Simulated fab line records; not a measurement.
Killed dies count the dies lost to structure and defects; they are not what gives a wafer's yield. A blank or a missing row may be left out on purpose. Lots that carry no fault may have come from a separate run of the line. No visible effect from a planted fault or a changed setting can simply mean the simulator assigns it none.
fab line records	flow n5_finfet
record lots=5	wafers=15	last_day=18
route steps=1938 shown BEOL_M4@1079 BEOL_M5@1112 PASSIVATION@1936
lots with no fault: from the same line, run without faults
start_h: the number of hours between the record's first day and the start of the first shown wafer of the lot	wait_h: hours elapsed since this lot's preceding step	" unchanged from the row above	L1.1+2: a single row standing in for several wafers	- no value, or no start was given	* or withheld: withheld	< > ~ a bound
route shown NAME@n: a module of which the file shows steps, and the number in the route of the first	usual: the fault-free wafers' mean and standard deviation	same: alike in all rows	chamber/n: place in a boat	sites: each site's reading	_std_site: their standard deviation	_edge_site: inner sites' mean taken away from outer sites' mean	radius_mm: for every site, how far away it sits from the centre of the wafer	mask NAME#n: copy n	behind: the last tool/chamber to shape the wafer	hold: reason for holding the lot/hours on hold/outcome of the hold	device: which transistor (n, p or np) failed to switch	end of line: at the end of the route, the tests of the same wafers	for a step that has no rows: nothing shown but its recipe	killed: dies lost to structure and defects at the first sort, not the wafer's yield	map: per-die view of a wafer (x killed, . not killed, _ where there is no die)
set.NAME: the run value of the setting; set.NAME@STEP: its run value at that earlier step	model.NAME: the simulator's own value behind a step, which no gauge read
certain route steps with their lots: each step a table, each wafer a row
## steps
# step N5_BEOL_M4_DEGAS_44
# recipe ambient=vacuum	temp_c=250	time_s=60
# step N5_BEOL_M4_PRE_CLEAN_45
# recipe gas=H2/He	time_s=30	temp_c=250
# step N5_BEOL_M4_ALD_84
# recipe material=TaN	target_thk_a=*	temp_c=275	ald_precursor_family=PDMAT	ald_co_reactant=NH3	pressure_torr=3	carrier_flow_sccm=1500	pulse_time_s=2	purge_time_s=3	co_reactant_purge_time_s=2	co_reactant_pulse_time_s=3	ald_cycles=30	precursor_vessel_temp_c=75	precursor_vessel_pressure_torr=26.25	precursor_vessel_carrier_sccm=1000
# step N5_BEOL_M4_SURFACE_TREAT_85
# recipe gas=Ar	time_s=*	ion_energy_ev=*	ion_current_ma_cm2=0.5	pressure_mtorr=*	ar_flow_sccm=30
# step N5_BEOL_M4_CVD_47
# recipe material=Co	target_thk_a=30	temp_c=withheld	precursor=CCTBA/H2	pressure_torr=30	time_s=223.8
# step N5_BEOL_M4_SPUTTER_48
# recipe material=Cu	target_thk_a=45	temp_c=-20	chamber_pressure_pa=0.07	power_w=withheld	time_s=8.29
# step N5_BEOL_M4_ANNEAL_49
# recipe temp_c=400	time_s=240	ambient=vacuum
# step N5_BEOL_M4_SPUTTER_79
# recipe material=Cu	target_thk_a=45	temp_c=-20	chamber_pressure_pa=0.07	power_w=withheld	time_s=8.29
# step N5_BEOL_M4_ANNEAL_80
# recipe temp_c=400	time_s=240	ambient=vacuum
# step N5_BEOL_M4_SPUTTER_81
# recipe material=Cu	target_thk_a=45	temp_c=-20	chamber_pressure_pa=0.07	power_w=withheld	time_s=8.29
# step N5_BEOL_M4_ANNEAL_82
# recipe temp_c=400	time_s=240	ambient=vacuum
# step N5_BEOL_M4_SPUTTER_86
# recipe material=Cu	target_thk_a=45	temp_c=-20	chamber_pressure_pa=0.07	power_w=withheld	time_s=8.29
# usual throttle_valve_pct=29.7/1.3
lot.wafer	tool	chamber	start_h	wait_h	throttle_valve_pct
L474.1	pvd_sputter-03	-	183.70	0.1	28.0
L474.2	"	-	"	"	29.3
L474.5	"	-	"	"	29.6
L475.2	pvd_sputter-02	-	236.90	0.1	30.0
L475.3	"	-	"	"	28.7
L475.4	"	-	"	"	31.5
L488.2	pvd_sputter-03	-	301.97	0.1	29.9
L488.4	"	-	"	"	28.9
L488.6	"	-	"	"	29.2
L492.2	pvd_sputter-03	-	315.14	0.1	27.9
L492.4	"	-	"	"	29.8
L492.6	"	-	"	"	29.1
L489.3	pvd_sputter-03	-	319.64	0.1	28.0
L489.5	"	-	"	"	29.2
L489.6	"	-	"	"	27.8
# step N5_BEOL_M4_ANNEAL_87
# recipe temp_c=400	time_s=240	ambient=vacuum
# step N5_BEOL_M4_SPUTTER_88
# recipe material=Cu	target_thk_a=45	temp_c=-20	chamber_pressure_pa=0.07	power_w=withheld	time_s=8.29
# step N5_BEOL_M4_ANNEAL_89
# recipe temp_c=400	time_s=240	ambient=vacuum
# step N5_BEOL_M4_SPUTTER_90
# recipe material=Cu	target_thk_a=45	temp_c=-20	chamber_pressure_pa=0.07	power_w=withheld	time_s=8.29
# step N5_BEOL_M4_ANNEAL_91
# recipe temp_c=400	time_s=240	ambient=vacuum
# step N5_BEOL_M4_SPUTTER_92
# recipe material=Cu	target_thk_a=45	temp_c=-20	chamber_pressure_pa=0.07	power_w=withheld	time_s=8.29
# step N5_BEOL_M4_ANNEAL_93
# recipe temp_c=400	time_s=240	ambient=vacuum
# step N5_BEOL_M4_SPUTTER_94
# recipe material=Cu	target_thk_a=45	temp_c=-20	chamber_pressure_pa=0.07	power_w=withheld	time_s=8.29
# step N5_BEOL_M4_ANNEAL_95
# recipe temp_c=400	time_s=240	ambient=vacuum
# step N5_BEOL_M4_SPUTTER_96
# recipe material=Cu	target_thk_a=45	temp_c=-20	chamber_pressure_pa=0.07	power_w=withheld	time_s=8.29
# step N5_BEOL_M4_ECD_50
# recipe material=Cu	target_thk_a=3000
# step N5_BEOL_M4_ANNEAL_51
# recipe temp_c=225	time_s=90	ambient=N2
# step N5_BEOL_M4_CMP_52
# recipe stop_on=SiOC	t_overpolish_s=6.8	down_force_psi=1	platen_rpm=50	clearing_platen_down_force_psi=1.5	clearing_platen_rpm=50	post_cmp_clean=cu_alkaline	target_thk_nm=40	clearing_platen_pad_velocity_m_s=0.99484	pad_velocity_m_s=0.99484
# step N5_BEOL_M4_PRE_CLEAN_60
# recipe gas=NH3/H2	time_s=15	temp_c=*	rf_power_w=300
# step N5_BEOL_M4_CO_CAP_55
# recipe material=Co	target_thk_a=20	temp_c=200	precursor=CCTBA/H2	pressure_torr=30	time_s=102.1
# step N5_BEOL_M4_PRE_CLEAN_56
# recipe gas=NH3	time_s=15	temp_c=withheld	rf_power_w=300
# step N5_BEOL_M4_DEP_57
# recipe material=SiCN	target_thk_a=80	temp_c=withheld	precursor=3MS/NH3	pressure_torr=3	rf_w=202	time_s=14
# step N5_BEOL_M5_ILD_DEP_00
# recipe material=SiCOH_lowk	target_thk_a=1406.4	temp_c=300	precursor=DEMS/porogen	pressure_torr=5	rf_w=500	time_s=25.9
# step N5_BEOL_M5_CURE_79
# recipe temp_c=385	time_s=240	ambient=He/Ar	material=SiCOH_lowk
# step N5_BEOL_M5_PECVD_70
# recipe material=SiO2	target_thk_a=160	temp_c=400	precursor=TEOS/O2	pressure_torr=5.5	rf_w=450	teos_flow_sccm=53.8	gas=O2	flow_sccm=3000	time_s=18
# step N5_BEOL_M5_HM_DEP_02
# recipe material=TiN	target_thk_a=200	temp_c=25	chamber_pressure_pa=0.49996
# step N5_BEOL_M5_COAT_59
# recipe resist=SOC	temp_c=250	time_s=60	spin_rpm=1500	resist_thk_nm=60
# step N5_BEOL_M5_COAT_60
# recipe resist=SiARC	temp_c=220	time_s=60	spin_rpm=1500	resist_thk_nm=12
# step N5_BEOL_M5_COAT_71
# recipe resist=underlayer	temp_c=205	time_s=60	spin_rpm=1500	resist_thk_nm=5
# step N5_PASSIVATION_PROBE_49
# usual defect_limited_yield=91.2/1.4	killed_at_M0_to_M3=34/9.3	killed_at_M4_up=14/5.9	killed_at_contacts=14/5.7	killed_at_front_end=38/10	killed_at_other=4/3.2	killed_dies=104/17	killed_open=67/13	killed_short=33/6.9	sort_bin_4_leakage=0/3.6	sort_bin_5_function=5.2/1	sort_bin_6_memory=3.3/0.61	sort_bin_8_speed=0.3/1.8	sort_n_pass=1069/52	sort_yield_pct=91/4.4
# same gross_dies=1180	killed_at_back_side=0
lot.wafer	tool	chamber	start_h	wait_h	defect_limited_yield[%]	killed_at_M0_to_M3	killed_at_M4_up	killed_at_contacts	killed_at_front_end	killed_at_other	killed_dies	killed_open	killed_short	sort_bin_4_leakage[%]	sort_bin_5_function[%]	sort_bin_6_memory[%]	sort_bin_8_speed[%]	sort_n_pass	sort_yield_pct[%]
L488.2	prober-02	-	416.78	0.1	81.3	50	117	22	27	5	221	50	43	0	11.2	4.7	0	959	81
L488.4	prober-02	-	416.88	0.2	82.8	44	123	11	22	3	203	60	27	0	11.2	3.5	0	977	83
L488.6	prober-02	-	416.98	0.3	78.1	39	127	23	25	45	259	57	17	0	16.9	2.9	0	921	78
L492.2	prober-02	-	417.83	0.1	81.9	31	124	10	47	2	214	74	28	0	12.3	3.6	0	966	82
L492.4	prober-02	-	417.93	0.2	82.6	19	126	17	38	5	205	54	32	0	10.8	4.2	0.1	975	83
L492.6	prober-02	-	418.03	0.3	80.5	26	131	25	47	1	230	74	39	0	12.2	5.3	0	950	81
L489.3	prober-02	-	428.46	0.1	80.3	37	112	15	63	6	233	76	38	0	13.1	4.8	0	947	80
L489.5	prober-02	-	428.56	0.2	80.4	28	136	7	56	4	231	68	32	0	12.8	4.7	0	949	80
L489.6	prober-02	-	428.61	0.3	81.4	34	117	12	54	2	219	65	49	36	10.9	5.2	0	541	46
# killed by level:class
L488.2 BEOL_M4:unspecified=112 BEOL_M1:geometric_particle:open=17 MOL_CONTACT_COAG:area_etch=14 GATE_CUT:geometric_particle:short=8 BEOL_M0_SAQP:geometric_particle:short=7 MOL_CONTACT_COAG:geometric_particle:open=5 BEOL_M2:geometric_particle:open=5 BEOL_M3:geometric_particle:open=5
L488.4 BEOL_M4:unspecified=112 BEOL_M2:geometric_particle:open=11 MOL_CONTACT_COAG:geometric_particle:open=10 STI_FIN_REVEAL:geometric_particle:open=8 BEOL_M0_SAQP:geometric_particle:short=8 BEOL_M0_SAQP:geometric_particle:open=7 BEOL_M3:geometric_particle:open=6 BEOL_M1:geometric_particle:open=5
L488.6 BEOL_M4:unspecified=123 PASSIVATION:area_etch=40 MOL_CONTACT_COAG:area_etch=17 BEOL_M0_SAQP:geometric_particle:open=11 BEOL_M1:geometric_particle:open=10 BEOL_M0_SAQP:geometric_particle:short=7 MOL_CONTACT_COAG:geometric_particle:open=6 FIN_SAQP:geometric_particle:open=5
L492.2 BEOL_M4:unspecified=109 DUMMY_GATE:geometric_particle:open=11 BEOL_M3:geometric_particle:open=9 MOL_CONTACT_COAG:geometric_particle:open=9 BEOL_M4:geometric_particle:open=9 STI_FIN_REVEAL:geometric_particle:open=8 GATE_CUT:geometric_particle:short=8 BEOL_M0_SAQP:geometric_particle:open=6
L492.4 BEOL_M4:unspecified=111 MOL_CONTACT_COAG:geometric_particle:open=14 FIN_SAQP:geometric_particle:short=9 BEOL_M4:geometric_particle:open=6 GATE_CUT:geometric_particle:short=5 GATE_CUT:geometric_particle:open=5 BEOL_M1:geometric_particle:open=5 FIN_SAQP:geometric_particle:open=4
L492.6 BEOL_M4:unspecified=115 MOL_CONTACT_COAG:geometric_particle:open=17 GATE_CUT:geometric_particle:short=10 BEOL_M4:geometric_particle:open=10 FIN_SAQP:geometric_particle:short=8 FIN_SAQP:geometric_particle:open=7 GATE_CUT:geometric_particle:open=7 MOL_CONTACT_COAG:geometric_particle:short=7
L489.3 BEOL_M4:unspecified=111 STI_FIN_REVEAL:geometric_particle:open=24 BEOL_M0_SAQP:geometric_particle:short=12 BEOL_M0_SAQP:geometric_particle:open=9 FIN_SAQP:geometric_particle:open=8 BEOL_M2:geometric_particle:open=8 MOL_CONTACT_COAG:geometric_particle:open=7 MOL_CONTACT_COAG:area_etch=6
L489.5 BEOL_M4:unspecified=129 STI_FIN_REVEAL:geometric_particle:open=17 STI_FIN_REVEAL:geometric_particle:short=7 BEOL_M1:geometric_particle:open=7 BEOL_M2:geometric_particle:open=7 FIN_SAQP:geometric_particle:short=6 FIN_SAQP:geometric_particle:open=6 MOL_CONTACT_COAG:geometric_particle:open=4
L489.6 BEOL_M4:unspecified=102 STI_FIN_REVEAL:geometric_particle:open=21 FIN_SAQP:geometric_particle:short=11 GATE_CUT:geometric_particle:short=11 BEOL_M0_SAQP:geometric_particle:short=11 BEOL_M0_SAQP:geometric_particle:open=8 MOL_CONTACT_COAG:geometric_particle:open=8 FIN_SAQP:geometric_particle:open=5
# map L488.6 (x killed, . not)
_________________.x...xx.x...________________
______________.......xx..xxx...._____________
___________xx.....x......x...x.....__________
__________...x...xxx.....x.........x_________
________x.x.....x..x..xx.............._______
_______....x.x.......x.........x.......______
______....x.............x...x.....x....._____
_____..............x.................x...____
____....x.....xx.........x...x...x....x...___
___x............x...x..........x........x..__
___.....x.............x..x..x..x...........__
__................x.............x........xx._
__x....................................x...._
_...x.....x.....x...x.......x..............x.
_..x......x...x..............................
_xx.x....xxx...x...............x....xx.......
_xxxxxxxxx.xx.x.x.......x...x........x.....x.
_xxxxxxxxxxxx..x....x...............x........
_xxxxxxxxxxxx.xx.....x.............x..x......
_.xxxxxxxxxxxxxx..x..........................
_..xxxxxxxxxxxxx..x.xx...........xx......x...
__..xxxxxxxxxxxx..x..........x........x....._
__..xxxxxxxxxxxxx.xx....x....x............x._
___x.xxxxxxxxxxx..x........................__
___..xxxxxxx.x...xxx........x.....x........__
____..xxxxxxx.x.x....xx.x............x....___
_____..xxx..xx.....x.....................____
______....x..x.x...x...................._____
_______.......x........................______
________.....x......x................._______
__________x..x.x........xx.....x...._________
___________...x.........x...x......__________
______________.x.........x...x.._____________
_________________.....x......________________
# map L489.3 (x killed, . not)
_________________..x.....x...________________
______________x....xx..........._____________
___________.......x.............x.x__________
__________......x....x.......x...x.._________
________..x......x........x....xx....._______
_______x.......x..........x..x.x..x....______
______...x....................x........._____
_____..............x.....x...............____
____x.....xxx..............x....x.........___
___x..xxxx......x..x...x...................__
___xxxxxxx.xxx.............x........x......__
__xxxxxxxx.xx....x............x........x...._
__xxxxxxxxxxx.x......x..x............x......_
_xxxxxxxxxxx..x.xx....x.........xx.x.xx......
_xxxxxxxxxxxx...x............x.............x.
_xxxxxxxxxxxx..xx............................
_xxxxxxxxxxx...................x.....x.......
_x.xxxxxxxxx................xx...............
_.xxxxx.x..x.x.......x..x.x..x.x.............
_xxxx.xx.x....x...................xxx..x..x..
_.x..xx.x..................x...x.....x..x..x.
__x....x..............x..x............x...x._
__...........x................x..........x.._
___.x.........x..........................x.__
___x.............x.............xx.x......x.__
____.x..xx..x..x............x.............___
_____xx................x...x.............____
______..............x..........x..x....._____
_______x.......x.......................______
________.......x........x............._______
__________....xxx......x..x.....x..._________
___________...............x........__________
______________.................._____________
_________________......x.....________________
## key
first_sign step=N5_PASSIVATION_PROBE_49	reading=killed_at_M4_up	direction=up	sigmas=19	usual=14	struck=124
effect step=N5_PASSIVATION_PROBE_49	reading=defect_limited_yield	direction=down	sigmas=7.1	usual=91.2	struck=81.0
more_kills_born_at N5_BEOL_M4_SPUTTER_86@pvd_sputter-03=1024
met_at N5_BEOL_M4_SPUTTER_86
struck_wafers L488.2,L488.4,L488.6,L489.3,L489.5,L489.6,L492.2,L492.4,L492.6
baseline_loss step=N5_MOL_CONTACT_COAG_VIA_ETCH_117	wafers=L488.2
baseline_loss step=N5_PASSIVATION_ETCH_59	wafers=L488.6
onset_between 183.70 301.97
also_fits time
fault kind=chamber_particle_source	tool=pvd_sputter-03	chamber=-	onset_h=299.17	steps=N5_BEOL_M4_SPUTTER_86	rate_per_visit_cm2=0.79816	end_h=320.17
# baseline_loss: these wafers lose ten dies or more at that step, a loss of the line's own and not of a fault; the sort's usual values leave them out
